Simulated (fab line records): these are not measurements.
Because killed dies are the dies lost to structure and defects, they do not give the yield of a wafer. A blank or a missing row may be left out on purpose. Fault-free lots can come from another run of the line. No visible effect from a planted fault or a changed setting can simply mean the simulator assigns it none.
Chamber matching | flow n5 finfet | N5_BEOL_M0_ALD_136 on ald metal-02 has 4 sister chambers
The step deposits TaN, pulse time 2 s, purge time 3 s, co reactant purge time 2 s. 4 wafers are shown with their chamber, then 9 later ones without.

WAFERS PAIRED WITH THEIR CHAMBERS
wafer  | chamber | heater power w (W)
L092.2 | 3       | 411
L094.2 | 2       | 377
L094.3 | 1       | 404
L094.5 | 0       | 389

WAFERS WHOSE CHAMBER IS MISSING
wafer  | heater power w (W)
L095.1 | 400
L095.2 | 422
L095.4 | 375
L096.2 | 374
L096.3 | 390
L096.4 | 418
L097.2 | 381
L097.3 | 421
L097.6 | 409

WHICH CHAMBER EACH ONE RAN IN
wafer  | from the rows above          | in truth
L095.1 | can't be placed: 1 or 0 or 3 | 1
L095.2 | can't be placed: 3 or 1      | 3
L095.4 | 2                            | 2
L096.2 | 2                            | 2
L096.3 | 0                            | 0
L096.4 | can't be placed: 3 or 1      | 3
L097.2 | can't be placed: 2 or 0      | 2
L097.3 | can't be placed: 3 or 1      | 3
L097.6 | can't be placed: 3 or 1      | 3
Correct placement for 3 of the 9. Cannot be placed on the basis of these rows: 6; the candidates contain the true chamber in 6. Placed wrongly: 0.
How it was worked out, from the rows above alone: a wafer's distance from a chamber is the root of the sum, over the readings, of the square of ((its reading less the chamber's mean) divided by the reading's scatter). The wafer belongs to the nearest chamber; if the next one is less than 2 further off, it can't be placed. For every chamber, the mean is computed from those of its wafers that are shown. The scatter (one wafer shown for each chamber): square how far every hidden wafer sits from the nearest shown wafer, average those squares and take the square root.
